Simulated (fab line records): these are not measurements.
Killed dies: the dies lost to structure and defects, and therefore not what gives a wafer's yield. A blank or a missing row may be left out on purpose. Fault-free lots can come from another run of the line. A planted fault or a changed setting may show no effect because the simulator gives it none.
Matching of chambers | flow nand-harc | NHARC_A_STAIRCASE_DESCUM_291 on rie-diel-06 has 4 sister chambers
The step chemistry O2, time 3 s. 14 wafers are shown with their chamber, then 7 later ones without.

## WAFERS PAIRED WITH THEIR CHAMBERS
wafer  | chamber | drypump-motor-current-A (A) | showerhead-plenum-p-Torr (Torr) | throttle-valve-pct (%)
L077.3 | 1       | 5.4                         | 2.03                            | 11.309
L077.4 | 3       | 5.4                         | 2.01                            | 11.306
L077.5 | 1       | 5.4                         | 2.02                            | 11.327
L079.1 | 0       | 6.3                         | 1.87                            | 11.296
L079.4 | 1       | 5.4                         | 2.02                            | 11.311
L079.6 | 3       | 5.3                         | 2.01                            | 11.317
L082.3 | 3       | 5.4                         | 2.01                            | 11.304
L082.4 | 2       | 5.2                         | 1.89                            | 11.305
L082.6 | 3       | 5.4                         | 2.01                            | 11.321
L084.2 | 1       | 5.4                         | 2.02                            | 11.308
L084.3 | 2       | 5.2                         | 1.88                            | 11.287
L084.6 | 0       | 6.3                         | 1.87                            | 11.299
L089.1 | 3       | 5.3                         | 2.00                            | 11.314
L089.4 | 1       | 5.4                         | 2.01                            | 11.318

SIGNATURES (means of the wafers above)
reading                  | chamber 0 | chamber 1 | chamber 2 | chamber 3 | scatter within a chamber
drypump-motor-current-A  | 6.300     | 5.400     | 5.200     | 5.360     | 0.0346
showerhead-plenum-p-Torr | 1.8700    | 2.0200    | 1.8850    | 2.0080    | 0.00574
throttle-valve-pct       | 11.29750  | 11.31460  | 11.29600  | 11.31240  | 0.00793
Rule: for a wafer and a chamber, the distance is found by dividing, reading by reading, the gap between the wafer's reading and the chamber's mean by the reading's scatter, squaring, summing and taking the root. If the next closest chamber is less than 2 further off than the closest, the wafer can't be placed; otherwise it belongs to the closest. The scatter: take each reading less its chamber's mean, square it, sum over the shown wafers, divide by the number of wafers less the number of chambers, and take the root.

## WAFERS WITHOUT THEIR CHAMBER
wafer  | drypump-motor-current-A (A) | showerhead-plenum-p-Torr (Torr) | throttle-valve-pct (%)
L089.5 | 5.4                         | 2.01                            | 11.314
L096.1 | 5.3                         | 1.99                            | 11.300
L096.4 | 5.3                         | 1.88                            | 11.331
L096.5 | 5.4                         | 2.01                            | 11.313
L095.2 | 5.4                         | 2.01                            | 11.315
L095.4 | 5.4                         | 1.99                            | 11.315
L095.5 | 5.3                         | 1.88                            | 11.309

## WHICH CHAMBER EACH WENT THROUGH
wafer  | from the rows above     | in truth
L089.5 | can't be placed: 3 or 1 | 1
L096.1 | 3                       | 3
L096.4 | 2                       | 2
L096.5 | can't be placed: 3 or 1 | 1
L095.2 | can't be placed: 3 or 1 | 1
L095.4 | can't be placed: 3 or 1 | 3
L095.5 | 2                       | 2
Placed correctly: 3 of 7. These rows do not allow placing 4 (true chamber among the candidates in 4). 0 placed wrongly.
